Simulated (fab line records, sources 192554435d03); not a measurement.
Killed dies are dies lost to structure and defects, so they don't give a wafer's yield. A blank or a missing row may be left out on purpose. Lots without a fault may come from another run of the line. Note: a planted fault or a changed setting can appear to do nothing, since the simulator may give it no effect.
Lot-split experiment | flow n5 finfet | on a route of 1938 steps: 7 lots, 39 wafers read

ABOUT THE SPLIT
At N5_BEOL_M0_SAQP_SPACER2_ALD_26 (deposits SiO2, target thk 15 nm, pulse time 1 s, purge time 2 s), the setting target thk a was moved away from the recipe's 150 angstrom on 12 of the 39 wafers read, by -53.5% to +54.7%. The other wafers ran this setting at the recipe's value.

FROM THE SPLIT TO THE READING: what the file shows between them, 2 steps
- N5_BEOL_M0_SAQP_SPACER2_ETCHBACK_27: etches SiO2 in CHF3/O2, target depth 22.5 nm, time 11.25 s
- N5_BEOL_M0_SAQP_MANDREL2_REMOVE_110: chemistry HBr/Cl2/O2, target a-Si, stops on SiCN, bt time 10 s

THE READING
Shown in nm: cd nm at N5_BEOL_M0_SAQP_CD_MEAS_29, with target cd 14.4 nm. A value of 14.95 nm with a standard deviation of 0.22 nm is what fault-free wafers of this fab line usually give.

wafer  | tool, chamber at the split | target thk a as run, angstrom | against the recipe | cd nm, nm | against lot-mates on the recipe
L075.1 | ald sin-02, 0,1,2          | 150                           | recipe             | 14.80     | -
L075.2 | ald sin-02, 3,2            | 69.68                         | -53.5%             | 6.97      | -7.73
L075.3 | ald sin-02, 0,1,2          | 150                           | recipe             | 14.50     | -
L075.4 | ald sin-02, 0,1,2          | 150                           | recipe             | 14.79     | -
L075.5 | ald sin-02, 3,2            | 69.68                         | -53.5%             | 7.12      | -7.58
L075.6 | ald sin-02, 1              | 69.68                         | -53.5%             | 6.63      | -8.07
L076.2 | ald sin-04, 3,1            | 150                           | recipe             | 15.04     | -
L076.4 | ald sin-04, 1              | 150                           | recipe             | 15.00     | -
L076.5 | ald sin-04, 3,1            | 150                           | recipe             | 14.81     | -
L082.1 | ald sin-01, 2,3,0          | 150                           | recipe             | 14.78     | -
L082.2 | ald sin-01, 2,3,0          | 150                           | recipe             | 15.18     | -
L082.3 | ald sin-01, 1              | 111.9                         | -25.4%             | 10.83     | -4.22
L082.4 | ald sin-01, 2,3,0          | 150                           | recipe             | 15.19     | -
L082.5 | ald sin-01, 2              | 111.9                         | -25.4%             | 10.85     | -4.20
L082.6 | ald sin-01, 1              | 111.9                         | -25.4%             | 11.33     | -3.72
L091.1 | ald sin-04, 0,3            | 150                           | recipe             | 14.59     | -
L091.2 | ald sin-04, 0,3            | 150                           | recipe             | 14.71     | -
L091.3 | ald sin-04, 2,1,1,0        | 150                           | recipe             | 15.30     | -
L091.4 | ald sin-04, 2,1,1,0        | 150                           | recipe             | 14.97     | -
L091.5 | ald sin-04, 2,1,1,0        | 150                           | recipe             | 15.22     | -
L091.6 | ald sin-04, 2,1,1,0        | 150                           | recipe             | 14.97     | -
L093.1 | ald sin-01, 0,1,3          | 150                           | recipe             | 14.47     | -
L093.2 | ald sin-01, 3              | 94.48                         | -37.0%             | 9.46      | -5.09
L093.3 | ald sin-01, 2              | 94.48                         | -37.0%             | 9.60      | -4.95
L093.4 | ald sin-01, 0,1,3          | 150                           | recipe             | 14.51     | -
L093.5 | ald sin-01, 0,1,3          | 150                           | recipe             | 14.68     | -
L093.6 | ald sin-01, 2              | 94.48                         | -37.0%             | 9.68      | -4.87
L094.1 | ald sin-01, 0,3,3          | 150                           | recipe             | 14.77     | -
L094.2 | ald sin-01, 0,3,3          | 150                           | recipe             | 15.07     | -
L094.3 | ald sin-01, 2,1,0          | 232.1                         | +54.7%             | 23.32     | +8.28
L094.4 | ald sin-01, 2,1,0          | 232.1                         | +54.7%             | 23.39     | +8.35
L094.5 | ald sin-01, 2,1,0          | 232.1                         | +54.7%             | 23.04     | +8.00
L094.6 | ald sin-01, 0,3,3          | 150                           | recipe             | 15.28     | -
L096.1 | ald sin-04, 0,1,2,3,0      | 150                           | recipe             | 14.82     | -
L096.2 | ald sin-04, 0,1,2,3,0      | 150                           | recipe             | 15.00     | -
L096.3 | ald sin-04, 0,1,2,3,0      | 150                           | recipe             | 15.07     | -
L096.4 | ald sin-04, 0,1,2,3,0      | 150                           | recipe             | 15.09     | -
L096.5 | ald sin-04, 1              | 150                           | recipe             | 15.34     | -
L096.6 | ald sin-04, 0,1,2,3,0      | 150                           | recipe             | 14.89     | -
Rows listing several chambers each stand for several wafers; the file does not say which wafer went through which chamber.

THE FIT
A straight line over all 39 wafers: cd nm changes by +0.15 nm for each +1% of target thk a; r = +1.00; the points scatter about the line by 0.24 nm.
The same after taking each lot's own level away (the mean of its wafers on the recipe; 39 wafers): +0.147 nm for each +1%; r = +1.00; scatter 0.25 nm.
Per that fit: largest target thk a move, reading shift of 8 nm.
Measured against the standard deviation above, the lots' own levels, which go from 14.553 to 15.050 nm, span 2.3 times it.
The two slopes agree, so the slope changes little with the lot-to-lot level.
Check: for one of the wafers moved furthest among these (+54.7%), held out of the fit, the line's prediction against its lot-mates is +8 nm. It came out at +8.28 nm against them.

THE WHOLE CHAIN: every reading that the file lists as answering this split, in the file's order
step                                | what it does                                                            | reading                                                                                     | change (the file's fit)                | r (the file's)
N5_BEOL_M0_SAQP_SPACER2_ALD_26      | deposits SiO2, target thk 15 nm, pulse time 1 s, purge time 2 s         | SiO2_of_BEOL_M0_SAQP_SPACER2_ALD_26.thk nm (the simulator's own value, which no gauge read) | +0.15 nm for each +1% of the setting   | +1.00
N5_BEOL_M0_SAQP_MANDREL2_REMOVE_110 | chemistry HBr/Cl2/O2, target a-Si, stops on SiCN, bt time 10 s          | BEOL_M0_SAQP.cd nm (the simulator's own value, which no gauge read)                         | +0.15 nm for each +1% of the setting   | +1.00
N5_BEOL_M0_SAQP_CD_MEAS_29          | target cd 14.4 nm                                                       | cd nm                                                                                       | +0.146 nm for each +1% of the setting  | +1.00
N5_BEOL_M0_CUTY_ETCH_63             | etches SOC in N2/H2, target depth 82.7 nm, overetch 16.5 nm, time 124 s | SiO2_of_BEOL_M0_SAQP_SPACER2_ALD_26.thk nm (the simulator's own value, which no gauge read) | +0.132 nm for each +1% of the setting  | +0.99
N5_BEOL_M0_ETCH_138                 | etches SiCN in CH3F/O2, target depth 12 nm, time 31.6 s                 | SiO2_of_BEOL_M0_SAQP_SPACER2_ALD_26.thk nm (the simulator's own value, which no gauge read) | +0.119 nm for each +1% of the setting  | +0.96
N5_BEOL_M0_HM_OPEN_105              | chemistry Cl2/BCl3, target TiN, target depth 12 nm                      | SiO2_of_BEOL_M0_SAQP_SPACER2_ALD_26.thk nm (the simulator's own value, which no gauge read) | +0.0901 nm for each +1% of the setting | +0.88

FILE'S OWN FIT
cd nm changes by +0.146 nm for each +1% of target thk a, r = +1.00.
